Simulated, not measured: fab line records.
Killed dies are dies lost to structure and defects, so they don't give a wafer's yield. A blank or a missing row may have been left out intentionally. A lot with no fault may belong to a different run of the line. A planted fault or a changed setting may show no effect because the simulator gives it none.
fab line records ; flow nandHarc
record lots=12; wafers=36; lastDay=24
route steps=1159 shown P_M1@315 P_M2@336 END@1159
lots that met no fault: from a run of the same line without faults
startH: the number of hours between the record's first day and the start of the first shown wafer of the lot ; waitH: hours elapsed since this lot's preceding step ; " same as the row above ; L1.1+2: several wafers, shown together as one row ; - no value, or no start was given ; * or withheld: withheld ; < > ~ a bound
route shown NAME@n: a module of which the file shows steps, and the number in the route of the first ; usual: the fault-free wafers' mean and standard deviation ; same: alike in all rows ; chamber/n: place in a boat ; sites: each site's reading ; _std_site: the values' standard deviation ; _edge_site: outer sites' mean less inner sites' ; radiusMm: how far each site lies from the wafer's centre ; mask NAME#n: copy n ; behind: the tool/chamber that last shaped the wafer ; hold: why the lot was held/for how many hours/how that ended ; device: the n, p or np transistor that did not switch ; end of line: the tests these same wafers got at the end of their route ; a step without rows: its recipe alone ; killed: count of dies lost to structure and defects at first sort (not the wafer's yield) ; map: per-die view of a wafer (x killed, . not killed, _ where there is no die)
set.NAME: setting as actually run; set.NAME@STEP: the setting as run at that earlier step ; model.NAME: the simulator's own value behind a step, which no gauge read
steps of the route over a sample of lots; a table a step, a row a wafer
services: a tool's chamber out of use, with start hour (startH, from the record's first day; less than 0 if before it), hours out, and reason
## steps
# step NHARC_P_M1_INSPECT_27
# usual rawDefectCount=332/110
lot.wafer;tool;chamber;startH;waitH;rawDefectCount
L573.1;defectInspect-01;-;122.45;0.0;299
L573.4;defectInspect-01;-;122.45;0.0;224
L573.5;defectInspect-01;-;122.45;0.0;265
L577.3;defectInspect-01;-;149.05;0.0;422
L577.5;defectInspect-01;-;149.05;0.0;517
L577.6;defectInspect-01;-;149.05;0.0;403
L578.1;defectInspect-01;-;157.09;0.0;280
L578.2;defectInspect-01;-;157.09;0.0;337
L578.5;defectInspect-01;-;157.09;0.0;386
L579.2;defectInspect-02;-;160.05;0.0;433
L579.3;defectInspect-02;-;160.05;0.0;399
L579.4;defectInspect-02;-;160.05;0.0;283
L580.2;defectInspect-01;-;169.32;0.0;572
L580.4;defectInspect-01;-;169.32;0.0;312
L580.5;defectInspect-01;-;169.32;0.0;371
L581.2;defectInspect-01;-;169.55;0.0;307
L581.5;defectInspect-01;-;169.55;0.0;190
L581.6;defectInspect-01;-;169.55;0.0;287
L582.2;defectInspect-02;-;181.32;0.0;179
L582.3;defectInspect-02;-;181.32;0.0;327
L582.4;defectInspect-02;-;181.32;0.0;186
L583.1;defectInspect-02;-;181.90;0.0;481
L583.2;defectInspect-02;-;181.90;0.0;315
L583.4;defectInspect-02;-;181.90;0.0;498
L589.1;defectInspect-01;-;222.21;0.0;269
L589.3;defectInspect-01;-;222.21;0.0;320
L589.4;defectInspect-01;-;222.21;0.0;292
L595.3;defectInspect-01;-;250.22;0.0;272
L595.4;defectInspect-01;-;250.22;0.0;402
L595.6;defectInspect-01;-;250.22;0.0;489
L594.2;defectInspect-02;-;250.57;0.0;185
L594.3;defectInspect-02;-;250.57;0.0;314
L594.5;defectInspect-02;-;250.57;0.0;135
L596.2;defectInspect-01;-;253.81;0.0;421
L596.4;defectInspect-01;-;253.81;0.0;380
L596.5;defectInspect-01;-;253.81;0.0;418
# step NHARC_P_M2_ETCH_28
# recipe targetDepthA=300; overEtchFrac=0.3; timeS=72.99; ionEnergyEv=150; cf4FlowSccm=50; n2FlowSccm=100; arFlowSccm=150; rfW=300; biasW=100; chemistry=CF4/N2
# usual drypumpMotorCurrentA=5.6/0.51; n2FlowSccm=100.00/0.29; oesProductAu=1.002/0.014; rfVppV=314.0/2.1; showerheadPlenumPTorr=2.62/0.11; throttleValvePct=19.795/0.0086
lot.wafer;tool;chamber;startH;waitH;drypumpMotorCurrentA;n2FlowSccm;oesProductAu;rfHoursCounterH;rfVppV;showerheadPlenumPTorr;throttleValvePct
L573.4;rieDiel-11;3;-;-;5.8;99.85;0.993;38;315.5;2.75;19.800
L573.1;rieDiel-11;0;-;-;5.4;100.21;0.982;38;316.7;2.79;19.794
L573.5;rieDiel-11;2;-;-;5.6;100.50;1.001;-;313.2;2.56;19.788
L577.3;rieDiel-06;2;-;-;5.0;100.04;0.982;3;313.7;2.65;19.795
L577.6;rieDiel-06;2;-;-;5.0;100.14;0.973;-;313.8;2.65;19.784
L577.5;rieDiel-06;3;-;-;6.2;99.78;1.001;-;313.2;2.63;19.791
L578.1;rieDiel-06;0;-;-;5.0;99.78;1.014;3;317.6;2.76;19.805
L578.2;rieDiel-06;1;-;-;6.1;99.86;1.034;3;311.6;2.46;19.795
L578.5;rieDiel-06;0;-;-;5.0;100.11;1.010;-;317.6;2.76;19.786
L579.3;rieDiel-08;2;-;-;5.3;100.04;1.000;5;311.1;2.48;19.798
L579.2;rieDiel-08;3;-;-;6.0;100.37;0.990;5;313.8;2.58;19.806
L579.4;rieDiel-08;0;-;-;5.6;100.26;1.009;5;314.2;2.59;19.786
L580.4;rieDiel-08;3;-;-;6.0;100.29;1.010;7;313.3;2.58;19.798
L580.2;rieDiel-08;0;-;-;5.6;100.02;1.007;6;312.5;2.59;19.795
L580.5;rieDiel-08;0;-;-;5.6;99.78;1.007;-;313.4;2.59;19.787
L581.2;rieDiel-06;2;-;-;4.9;100.02;0.986;3;315.2;2.65;19.798
L581.6;rieDiel-06;3;-;-;6.3;100.02;0.996;-;315.2;2.63;19.818
L581.5;rieDiel-06;0;-;-;5.0;100.07;1.005;-;315.6;2.76;19.797
L582.3;rieDiel-06;1;-;-;6.1;99.75;1.018;4;311.9;2.46;19.794
L582.4;rieDiel-06;2;-;-;4.9;100.14;0.965;4;312.8;2.65;19.789
L582.2;rieDiel-06;3;-;-;6.3;100.19;1.000;4;313.8;2.63;19.791
L583.2;rieDiel-06;0;-;-;5.0;99.95;0.995;4;315.5;2.76;19.813
L583.4;rieDiel-06;1;-;-;6.1;99.70;1.014;4;309.6;2.46;19.797
L583.1;rieDiel-06;2;-;-;5.0;99.95;0.987;4;314.5;2.65;19.796
L589.1;rieDiel-11;1;-;-;5.8;100.25;0.987;11;312.5;2.58;19.790
L589.3;rieDiel-11;2;-;-;5.6;99.84;1.002;12;313.6;2.55;19.800
L589.4;rieDiel-11;3;-;-;5.9;100.08;0.987;12;313.9;2.73;19.799
L595.4;rieDiel-08;1;-;-;5.9;100.42;1.013;24;316.9;2.73;19.775
L595.3;rieDiel-08;2;-;-;5.4;99.96;0.997;23;311.7;2.47;19.783
L595.6;rieDiel-08;1;-;-;6.0;100.34;1.015;-;317.3;2.73;19.785
L594.3;rieDiel-06;3;-;-;6.2;99.62;1.018;0;314.9;2.63;19.793
L594.2;rieDiel-06;0;-;-;5.0;100.40;1.008;0;316.3;2.76;19.808
L594.5;rieDiel-06;0;-;-;5.0;99.97;1.005;-;315.3;2.76;19.788
L596.2;rieDiel-06;1;-;-;6.1;99.95;0.997;0;310.4;2.46;19.801
L596.4;rieDiel-06;2;-;-;5.0;100.09;0.997;0;314.9;2.64;19.805
L596.5;rieDiel-06;0;-;-;5.0;99.63;0.991;-;317.9;2.76;19.782
# step NHARC_P_M2_PRE_CLEAN_30
# recipe timeS=30; tempC=280; gas=H2/He
# usual heaterPowerW=417/27
lot.wafer;tool;chamber;startH;waitH;heaterPowerW
L573.1;pvdSputter-01;-;-;-;401
L573.4;pvdSputter-01;-;-;-;474
L573.5;pvdSputter-01;-;-;-;406
L577.3;pvdSputter-03;-;-;-;364
L577.5;pvdSputter-03;-;-;-;375
L577.6;pvdSputter-03;-;-;-;433
L578.1;pvdSputter-03;-;-;-;377
L578.2;pvdSputter-03;-;-;-;432
L578.5;pvdSputter-03;-;-;-;388
L579.3;pvdSputter-02;-;-;-;408
L579.4;pvdSputter-02;-;-;-;427
L579.2;pvdSputter-02;-;-;-;446
L580.4;pvdSputter-03;-;-;-;426
L580.2;pvdSputter-03;-;-;-;376
L580.5;pvdSputter-03;-;-;-;435
L581.2;pvdSputter-02;-;-;-;427
L581.5;pvdSputter-02;-;-;-;423
L581.6;pvdSputter-02;-;-;-;461
L582.2;pvdSputter-02;-;-;-;367
L582.3;pvdSputter-02;-;-;-;428
L582.4;pvdSputter-02;-;-;-;397
L583.1;pvdSputter-03;-;-;-;371
L583.4;pvdSputter-03;-;-;-;388
L583.2;pvdSputter-03;-;-;-;418
L589.3;pvdSputter-01;-;-;-;414
L589.4;pvdSputter-01;-;-;-;446
L589.1;pvdSputter-01;-;-;-;465
L595.3;pvdSputter-02;-;-;-;414
L595.4;pvdSputter-02;-;-;-;417
L595.6;pvdSputter-02;-;-;-;438
L594.3;pvdSputter-03;-;-;-;422
L594.2;pvdSputter-03;-;-;-;438
L594.5;pvdSputter-03;-;-;-;430
L596.2;pvdSputter-02;-;-;-;385
L596.4;pvdSputter-02;-;-;-;412
L596.5;pvdSputter-02;-;-;-;392
# step NHARC_P_M2_PRE_CLEAN_32
# recipe timeS=12; tempC=370; rfPowerW=300; gas=NH3
# usual heaterPowerW=665/54; rfFwdPowerW=292.7/0.95
lot.wafer;tool;chamber;startH;waitH;heaterPowerW;rfFwdPowerW
L573.1;pecvd-04;1;126.70;0.1;742;294.3
L573.4;pecvd-04;0;126.70;0.1;607;291.9
L573.5;pecvd-04;1;126.70;0.1;771;294.0
L577.3;pecvd-03;1;153.38;0.1;604;292.9
L577.5;pecvd-03;0;153.38;0.1;708;293.7
L577.6;pecvd-03;2;153.38;0.1;612;292.5
L578.1;pecvd-04;2;161.37;0.1;636;292.7
L578.2;pecvd-04;0;161.37;0.1;594;291.9
L578.5;pecvd-04;1;161.37;0.1;769;293.1
L579.2;pecvd-03;0;164.23;0.1;601;292.3
L579.3;pecvd-03;1;164.23;0.1;608;295.5
L579.4;pecvd-03;1;164.23;0.1;616;293.2
L580.2;pecvd-02;0;173.96;0.1;705;291.9
L580.4;pecvd-02;0;173.96;0.1;693;292.3
L580.5;pecvd-02;1;173.96;0.1;602;293.5
L581.2;pecvd-03;1;174.25;0.1;615;242.1
L581.5;pecvd-03;1;174.25;0.1;605;242.7
L581.6;pecvd-03;2;174.25;0.1;642;292.8
L582.3;pecvd-03;0;185.69;0.1;630;294.0
L582.2;pecvd-03;1;185.69;0.1;697;241.0
L582.4;pecvd-03;0;185.69;0.1;648;294.1
L583.1;pecvd-03;2;186.69;0.1;653;294.3
L583.2;pecvd-03;0;186.69;0.1;720;292.8
L583.4;pecvd-03;1;186.69;0.1;607;241.7
L589.1;pecvd-02;0;226.52;0.1;747;291.9
L589.3;pecvd-02;1;226.52;0.1;607;291.8
L589.4;pecvd-02;2;226.52;0.1;641;291.9
L595.3;pecvd-03;2;254.65;0.1;684;293.5
L595.4;pecvd-03;2;254.65;0.1;690;292.9
L595.6;pecvd-03;1;254.65;0.1;574;294.3
L594.3;pecvd-02;0;254.91;0.1;725;292.4
L594.2;pecvd-02;1;254.91;0.1;587;290.8
L594.5;pecvd-02;0;254.91;0.1;725;293.0
L596.2;pecvd-03;2;258.24;0.2;564;293.1
L596.4;pecvd-03;1;258.24;0.2;630;292.5
L596.5;pecvd-03;2;258.24;0.2;585;293.1
# step NHARC_END_SORT_01
# recipe tempC=25
# usual defectLimitedYield=95.4/1.5; killedAtArray=27/9.9; killedAtOther=0.5/0.76; killedAtPeriphery=3.4/2.2; killedDies=31/10; killedOpen=3.3/2; killedShort=2.0/1.5; sort_bin_2_pct=1.5/0.64; sort_bin_3_pct=0.21/0.2; sort_bin_4_pct=2.9/0.97; sortNPass=646/10; sortRimYieldPct=96.9/2; sortYieldPct=95.4/1.5
# same grossDies=677; sort_bin_5_pct[%]=0; sort_bin_6_pct[%]=0; sort_bin_7_pct[%]=0; sort_bin_8_pct[%]=0; sortRimNGross=106.00
lot.wafer;tool;chamber;startH;waitH;defectLimitedYield[%];killedAtArray;killedAtOther;killedAtPeriphery;killedDies;killedOpen;killedShort;sort_bin_2_pct[%];sort_bin_3_pct[%];sort_bin_4_pct[%];sortNPass;sortRimYieldPct[%];sortYieldPct[%]
L579.2;prober-02;0;476.18;2.8;95.9;24;0;4;28;1;0;1.2;0;3.0;649;95.3;95.9
L579.3;prober-02;0;476.98;3.1;96.2;22;0;4;26;3;0;1.2;0;2.7;651;95.3;96.2
L579.4;prober-02;0;477.78;3.4;95.6;25;0;5;30;1;1;1.8;0.44;2.2;647;96.2;95.6
L581.2;prober-01;0;484.71;2.8;97.8;11;2;2;15;5;0;0.9;0.15;1.2;662;100.0;97.8
L581.5;prober-01;0;487.16;3.8;97.0;12;0;8;20;4;4;0.7;0.30;1.9;657;97.2;97.0
L581.6;prober-01;0;487.98;4.1;97.2;12;1;6;19;3;1;1.0;0.15;1.6;658;97.2;97.2
L589.1;prober-01;0;531.27;2.5;95.4;28;0;3;31;0;1;1.5;0.44;2.7;646;97.2;95.4
L589.3;prober-01;0;532.89;3.1;95.7;25;1;3;29;0;0;1.2;0.15;3.0;648;96.2;95.7
L589.4;prober-01;0;533.70;3.4;94.7;34;0;2;36;3;2;1.2;0.44;3.7;641;98.1;94.7
L596.2;prober-01;0;558.84;2.8;94.1;32;0;8;40;2;5;1.6;0.44;3.8;637;96.2;94.1
L596.4;prober-01;0;560.41;3.3;93.4;42;0;3;45;5;1;2.4;0.15;4.1;632;95.3;93.4
L596.5;prober-01;0;561.19;3.6;92.6;46;1;3;50;7;2;2.8;0.15;4.4;627;96.2;92.6
L595.3;prober-02;0;559.67;3.1;95.1;30;0;3;33;3;2;1.6;0.15;3.1;644;100.0;95.1
L595.4;prober-02;0;560.48;3.4;93.5;41;0;3;44;6;3;2.7;0.30;3.5;633;96.2;93.5
L595.6;prober-02;0;562.10;4.1;94.2;37;0;2;39;1;0;1.3;0.59;3.8;638;97.2;94.2
L594.2;prober-01;0;566.52;2.8;96.0;16;0;11;27;5;1;1.3;0.15;2.5;650;97.2;96.0
L594.3;prober-01;0;567.31;3.1;96.8;17;0;5;22;3;2;1.3;0;1.9;655;95.3;96.8
L594.5;prober-01;0;568.90;3.7;94.4;29;0;9;38;2;3;1.3;0;4.3;639;94.3;94.4
# killed by level:class
L579.2 A_CHANNEL_HOLE_D1:chamberFilmFlake=17 A_STAIRCASE:chamberFilmFlake=3 P_STI:chamberFilmFlake=2 P_GATE:chamberFilmFlake=2 A_CONTACT:chamberFilmFlake=2 A_M0:geometricParticle:open=1 A_SLIT:chamberFilmFlake=1
L579.3 A_CHANNEL_HOLE_D1:chamberFilmFlake=10 A_STAIRCASE:chamberFilmFlake=7 A_SLIT:chamberFilmFlake=2 P_CONTACT:geometricParticle:open=1 A_CHANNEL_HOLE_D1:geometricParticle:open=1 A_CONTACT:geometricParticle:open=1 P_ZERO_WELL:chamberFilmFlake=1 P_STI:chamberFilmFlake=1
L579.4 A_CHANNEL_HOLE_D1:chamberFilmFlake=12 A_STAIRCASE:chamberFilmFlake=3 A_SLIT:chamberFilmFlake=3 A_CONTACT:chamberFilmFlake=3 P_ZERO_WELL:chamberFilmFlake=2 P_STI:chamberFilmFlake=2 A_WL_FILL:chamberFilmFlake=2 A_CHANNEL_FILL_D1:geometricParticle:open=1
L581.2 A_CHANNEL_HOLE_D1:chamberFilmFlake=5 A_STAIRCASE:chamberFilmFlake=2 THIN_TSV:chamberFilmFlake=2 P_CONTACT:geometricParticle:open=1 P_M0:geometricParticle:open=1 A_SOURCE_PLATE:geometricParticle:open=1 A_ONON_D1:geometricParticle:open=1 A_CONTACT:geometricParticle:open=1
L581.5 P_M1:chamberFilmFlake=6 A_CHANNEL_HOLE_D1:chamberFilmFlake=3 P_CONTACT:geometricParticle:open=1 A_SOURCE_PLATE:geometricParticle:short=1 A_ONON_D1:geometricParticle:open=1 A_SGD_CUT:geometricParticle:open=1 A_SGD_CUT:geometricParticle:short=1 A_CONTACT:geometricParticle:short=1
L581.6 A_CHANNEL_HOLE_D1:chamberFilmFlake=4 P_M1:chamberFilmFlake=3 A_STAIRCASE:chamberFilmFlake=2 P_CONTACT:geometricParticle:open=1 A_CHANNEL_HOLE_D1:geometricParticle:open=1 A_CHANNEL_FILL_D1:geometricParticle:short=1 A_CONTACT:geometricParticle:open=1 P_ZERO_WELL:chamberFilmFlake=1
L589.1 A_CHANNEL_HOLE_D1:chamberFilmFlake=22 A_CONTACT:chamberFilmFlake=3 P_BONDPAD:chamberFilmFlake=2 A_WL_FILL:geometricParticle:short=1 P_STI:chamberFilmFlake=1 A_STAIRCASE:chamberFilmFlake=1 A_SLIT:chamberFilmFlake=1
L589.3 A_CHANNEL_HOLE_D1:chamberFilmFlake=22 P_BONDPAD:chamberFilmFlake=2 A_CONTACT:chamberFilmFlake=2 P_M0:chamberFilmFlake=1 A_WL_FILL:chamberFilmFlake=1 THIN_TSV:chamberFilmFlake=1
L589.4 A_CHANNEL_HOLE_D1:chamberFilmFlake=20 A_CONTACT:chamberFilmFlake=5 A_STAIRCASE:chamberFilmFlake=4 A_CONTACT:geometricParticle:open=2 A_ONON_D1:geometricParticle:short=1 A_M1:geometricParticle:short=1 A_M1:geometricParticle:open=1 P_ZERO_WELL:chamberFilmFlake=1
L596.2 A_SLIT:chamberFilmFlake=15 A_CHANNEL_HOLE_D1:chamberFilmFlake=8 P_GATE:chamberFilmFlake=5 A_CONTACT:chamberFilmFlake=3 A_WL_FILL:geometricParticle:short=2 P_M0:geometricParticle:short=1 P_M1:geometricParticle:open=1 A_ONON_D1:geometricParticle:short=1
L595.3 A_SLIT:chamberFilmFlake=22 A_CHANNEL_HOLE_D1:chamberFilmFlake=2 A_M1:chamberFilmFlake=2 P_STI:geometricParticle:open=1 P_CONTACT:geometricParticle:open=1 A_ONON_D1:geometricParticle:open=1 A_CHANNEL_FILL_D1:geometricParticle:short=1 A_M0:geometricParticle:short=1
L596.4 A_SLIT:chamberFilmFlake=17 A_CHANNEL_HOLE_D1:chamberFilmFlake=9 A_STAIRCASE:chamberFilmFlake=5 A_CONTACT:chamberFilmFlake=4 A_ZERO_WELL:chamberFilmFlake=2 P_GATE:geometricParticle:open=1 A_ONON_D1:geometricParticle:open=1 A_CHANNEL_FILL_D1:geometricParticle:short=1
L595.4 A_SLIT:chamberFilmFlake=16 A_CHANNEL_HOLE_D1:chamberFilmFlake=8 A_CONTACT:chamberFilmFlake=7 A_CHANNEL_FILL_D1:geometricParticle:open=3 A_M0:geometricParticle:short=2 P_M2:chamberFilmFlake=2 P_CONTACT:geometricParticle:open=1 A_ONON_D1:geometricParticle:open=1
L596.5 A_SLIT:chamberFilmFlake=19 A_CHANNEL_HOLE_D1:chamberFilmFlake=7 A_STAIRCASE:chamberFilmFlake=6 A_CONTACT:chamberFilmFlake=5 A_CONTACT:geometricParticle:open=2 P_CONTACT:geometricParticle:open=1 A_ONON_D1:geometricParticle:short=1 A_SGD_CUT:geometricParticle:open=1
L595.6 A_SLIT:chamberFilmFlake=18 A_CHANNEL_HOLE_D1:chamberFilmFlake=8 A_CONTACT:chamberFilmFlake=7 P_M2:chamberFilmFlake=2 A_WL_FILL:geometricParticle:open=1 A_ZERO_WELL:chamberFilmFlake=1 A_STAIRCASE:chamberFilmFlake=1 A_WL_FILL:chamberFilmFlake=1
L594.2 A_CHANNEL_HOLE_D1:chamberFilmFlake=7 P_CONTACT:chamberFilmFlake=6 A_STAIRCASE:chamberFilmFlake=3 P_M2:chamberFilmFlake=2 A_CONTACT:chamberFilmFlake=2 P_M0:geometricParticle:open=1 P_M1:geometricParticle:open=1 P_M1:geometricParticle:short=1
L594.3 A_CONTACT:chamberFilmFlake=5 P_CONTACT:chamberFilmFlake=4 A_CHANNEL_HOLE_D1:chamberFilmFlake=4 A_SOURCE_PLATE:geometricParticle:open=1 A_ONON_D1:geometricParticle:open=1 A_SGD_CUT:geometricParticle:open=1 A_CONTACT:geometricParticle:short=1 A_BLC:geometricParticle:short=1
L594.5 A_CHANNEL_HOLE_D1:chamberFilmFlake=11 A_CONTACT:chamberFilmFlake=9 P_CONTACT:chamberFilmFlake=6 A_STAIRCASE:chamberFilmFlake=4 A_WL_FILL:geometricParticle:short=2 P_CONTACT:geometricParticle:open=1 P_CONTACT:geometricParticle:short=1 A_CHANNEL_FILL_D1:geometricParticle:open=1
## services
tool;chamber;startH;hours;kind
pvdSputter-03;-;102.00;10.0;pm
pecvd-03;-;111.34;13.0;pm
pecvd-03;0;111.34;13.0;ventCycle
pecvd-03;1;111.34;13.0;ventCycle
pecvd-03;2;111.34;13.0;ventCycle
pvdSputter-03;-;117.59;1.5;repair
rieDiel-06;0;122.20;-;clean
rieDiel-06;1;122.20;-;clean
rieDiel-08;-;124.80;9.0;pm
pecvd-02;-;153.06;13.0;pm
pvdSputter-03;-;155.92;2.0;repair
pvdSputter-01;-;158.17;10.0;pm
pecvd-03;0;164.67;20.3;repair
rieDiel-08;-;182.51;0.4;repair
rieDiel-11;0;188.45;2.9;repair
rieDiel-11;-;189.50;9.0;pm
pecvd-04;-;195.32;13.0;pm
rieDiel-06;1;202.50;2.8;repair
rieDiel-08;0;211.62;11.0;repair
pvdSputter-02;-;214.07;10.0;pm
pvdSputter-03;-;215.16;12.0;repair
pecvd-02;-;232.78;1.1;repair
rieDiel-06;3;235.07;2.0;repair
rieDiel-06;-;241.20;9.0;pm
## key
firstSign step=NHARC_P_M2_PRE_CLEAN_32; reading=rfFwdPowerW; direction=down; sigmas=53; usual=*; struck=*
effect none on later readings
metAt NHARC_P_M2_PRE_CLEAN_32
struckLots L581,L582,L583
struckWafers L581.2,L581.5,L582.2,L583.4
notActingAt NHARC_P_M1_INSPECT_27,NHARC_P_M2_ETCH_28,NHARC_P_M2_PRE_CLEAN_30
onsetBetween 164.23 174.25
fault kind=processParameterDrift; tool=pecvd-03; chamber=1; onsetH=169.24; steps=NHARC_P_M2_PRE_CLEAN_32; channel=rfPowerW; offset=*; shape=step; endH=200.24; actsIn=*; stated=*
